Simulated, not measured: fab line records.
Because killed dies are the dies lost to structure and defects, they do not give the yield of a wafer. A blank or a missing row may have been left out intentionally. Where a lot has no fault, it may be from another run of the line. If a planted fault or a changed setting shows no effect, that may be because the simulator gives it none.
Which tool was responsible? -- flow n5Finfet -- 9 lots, 27 wafers sampled, at 5 steps of a route of 1938

## WHAT THE GAUGES SHOWED, per wafer
N5_BEOL_M11_CD_MEAS_28: the cd target is 70 nm. Usual: cdNm 69.5 nm, standard deviation 1.1.
lot,measured,on,cdNm (nm),flag
L473,day 13 03:11,cdSem-01,70.4 70.6 70.1,
L475,day 14 01:41,cdSem-02,71.8 71.0 68.8,
L478,day 14 13:14,cdSem-03,69.2 69.4 70.6,
L479,day 14 16:19,cdSem-03,70.0 69.4 69.3,
L483,day 15 20:19,cdSem-01,69.9 71.3 70.4,
L482,day 16 10:16,cdSem-01,68.0 68.5 70.1,
L486,day 16 18:16,cdSem-02,67.9 68.3 66.3,
L490,day 18 13:59,cdSem-01,72.4 68.6 70.4,
L494,day 19 00:13,cdSem-03,69.1 69.6 69.9,

N5_BEOL_M12_THK_MEAS_01. Usual: M12_ILD_THK typically reads 657 nm, with standard deviation 10.
lot,measured,on,M12_ILD_THK (nm),flag
L473,day 13 06:05,filmMetro-02,665 661 668,
L475,day 14 04:38,filmMetro-02,637 655 660,
L478,day 14 16:57,filmMetro-01,655 662 684,
L479,day 14 20:00,filmMetro-02,675 656 676,
L483,day 15 23:29,filmMetro-02,654 655 654,
L482,day 16 13:36,filmMetro-01,665 670 695,
L486,day 16 22:44,filmMetro-01,690 692 665,
L490,day 18 18:52,filmMetro-02,655 663 665,
L494,day 19 05:58,filmMetro-01,652 647 657,

## EACH LOT AND THE TOOL THAT RAN IT (in order: tool; ch and the chambers of the sampled wafers; start)
lot,N5_BEOL_M11_ETCH_61,N5_BEOL_M11_VIA_ETCH_34,N5_BEOL_M12_ILD_DEP_00
L473,"rieDiel-03 ch 1,2,3, day 13 01:53","rieDiel-06 ch 0,3, day 13 03:29","pecvd-03 ch 0,1,2, day 13 05:58"
L475,"rieDiel-02 ch 1,2, day 13 23:41","rieDiel-03 ch 1,2, day 14 01:58","pecvd-01 ch 0,1, day 14 04:31"
L478,"rieDiel-03 ch 1,2, day 14 11:37","rieDiel-02 ch 1,3, day 14 13:40","pecvd-03 ch 0,1,2, day 14 16:49"
L479,"rieDiel-06 ch 0,1,3, day 14 15:04","rieDiel-06 ch 0,2,3, day 14 16:40","pecvd-03 ch 0,1, day 14 19:52"
L483,"rieDiel-03 ch 1,2,3, day 15 19:14","rieDiel-03 ch 1,2,3, day 15 20:37","pecvd-01 ch 0,1,2, day 15 23:21"
L482,"rieDiel-02 ch 2,3, day 16 08:02","rieDiel-06 ch 0,2, day 16 10:34","pecvd-01 ch 1,2, day 16 13:28"
L486,"rieDiel-02 ch 0,1, day 16 16:32","rieDiel-06 ch 0,2,3, day 16 18:53","pecvd-01 ch 0,1,2, day 16 22:35"
L490,"rieDiel-03 ch 1,2,3, day 18 12:44","rieDiel-03 ch 0,2,3, day 18 14:35","pecvd-03 ch 0,1,2, day 18 18:44"
L494,"rieDiel-03 ch 0,2,3, day 18 23:10","rieDiel-06 ch 0,1,3, day 19 01:03","pecvd-02 ch 1,2, day 19 05:49"
- N5_BEOL_M11_ETCH_61: etches SiARC in CF4, target depth 39 nm, time 65 s.
- N5_BEOL_M11_VIA_ETCH_34: etches SiCOH lowk in C4F6/O2, target depth 184.5 nm, time 69.2 s.
- N5_BEOL_M12_ILD_DEP_00: deposits SiOC from DEMS/O2, target thk 658.92 nm, time 130.7 s.

## WHAT THE TOOLS THEMSELVES READ (means of the sampled wafers that have a number; where no wafer has one, the mark that the record gives instead)
N5_BEOL_M11_ETCH_61. Usual: drypumpMotorCurrentA 5.8 A, standard deviation 0.37; etchRfOnTimeS 63.5 s, standard deviation 1.9; oesProductAu 0.69 a.u., standard deviation 0.067; rfVppV 184.2 V, standard deviation 1.5; showerheadPlenumPTorr 2.15 Torr, standard deviation 0.081; throttleValvePct 15.53 %, standard deviation 0.15.
lot,tool,drypumpMotorCurrentA (A),etchRfOnTimeS (s),oesProductAu (a.u.),rfVppV (V),showerheadPlenumPTorr (Torr),throttleValvePct (%),flag
L473,rieDiel-03,5.8,63.4,0.69,184.7,2.23,15.67,
L475,rieDiel-02,5.6,64.5,0.64,182.3,2.00,15.63,
L478,rieDiel-03,6.1,62.3,0.76,184.5,2.21,15.47,
L479,rieDiel-06,5.7,63.4,0.74,184.4,2.13,15.39,
L483,rieDiel-03,5.8,63.3,0.75,184.9,2.22,15.54,
L482,rieDiel-02,5.8,64.4,0.61,183.8,2.11,15.63,
L486,rieDiel-02,5.7,64.7,0.72,182.9,2.09,15.56,
L490,rieDiel-03,5.8,63.5,0.72,185.6,2.21,15.58,
L494,rieDiel-03,5.9,62.8,0.68,185.9,2.19,15.50,

N5_BEOL_M11_VIA_ETCH_34. Usual: drypumpMotorCurrentA 5.7 A, standard deviation 0.38; oes_f_703_au 0.82 a.u., standard deviation 0.084; oesProductAu 0.82 a.u., standard deviation 0.083; rfVppV 660 V, standard deviation 14; showerheadPlenumPTorr 2.85 Torr, standard deviation 0.09; throttleValvePct 20.78 %, standard deviation 0.21.
lot,tool,drypumpMotorCurrentA (A),oes_f_703_au (a.u.),oesProductAu (a.u.),rfVppV (V),showerheadPlenumPTorr (Torr),throttleValvePct (%),flag
L473,rieDiel-06,6.0,0.78,0.80,658,2.82,20.73,
L475,rieDiel-03,6.1,0.90,0.88,662,2.93,20.74,
L478,rieDiel-02,5.6,0.73,0.74,674,2.80,20.82,
L479,rieDiel-06,5.6,0.80,0.80,653,2.84,20.74,
L483,rieDiel-03,5.8,0.88,0.86,658,2.95,20.87,
L482,rieDiel-06,5.5,0.81,0.79,639,2.88,20.70,
L486,rieDiel-06,5.6,0.79,0.78,654,2.83,20.77,
L490,rieDiel-03,5.9,0.81,0.79,665,2.91,20.70,
L494,rieDiel-06,5.7,0.81,0.82,661,2.82,20.70,

N5_BEOL_M12_ILD_DEP_00. Usual: heaterPowerW 491 W, standard deviation 72; showerheadPlenumPTorr 5.687 Torr, standard deviation 0.016; susceptorTempC 350.04 C, standard deviation 0.19; throttleValvePct 11.9 %, standard deviation 0.69.
lot,tool,heaterPowerW (W),showerheadPlenumPTorr (Torr),susceptorTempC (C),throttleValvePct (%),flag
L473,pecvd-03,511,5.691,350.07,11.7,
L475,pecvd-01,525,5.686,350.08,12.5,
L478,pecvd-03,498,5.695,349.94,11.8,
L479,pecvd-03,486,5.699,350.00,12.1,
L483,pecvd-01,528,5.691,350.06,12.0,
L482,pecvd-01,558,5.701,350.13,11.9,
L486,pecvd-01,506,5.689,350.02,12.0,
L490,pecvd-03,516,5.687,349.93,11.8,
L494,pecvd-02,466,5.691,349.79,11.7,

## THE ANSWER, worked out from the rows above alone
Rule: lot off if the mean of its wafers having a number is beyond 3 standard deviations from the usual mean. Also off: a lot with no number at a reading for which 4 or more lots have one. The other lots that the step has rows for count as sound. After the gauges, taken in route order, come the tools' own readings; for these a lot's mean is taken, as printed above. The first step at which some lot is off is used, and at that step the reading that is off furthest; a lot without a number counts as furthest.
No lot is off on any of the readings shown, so nothing can be concluded from this.

## WHAT THE SIMULATOR HAD PUT IN
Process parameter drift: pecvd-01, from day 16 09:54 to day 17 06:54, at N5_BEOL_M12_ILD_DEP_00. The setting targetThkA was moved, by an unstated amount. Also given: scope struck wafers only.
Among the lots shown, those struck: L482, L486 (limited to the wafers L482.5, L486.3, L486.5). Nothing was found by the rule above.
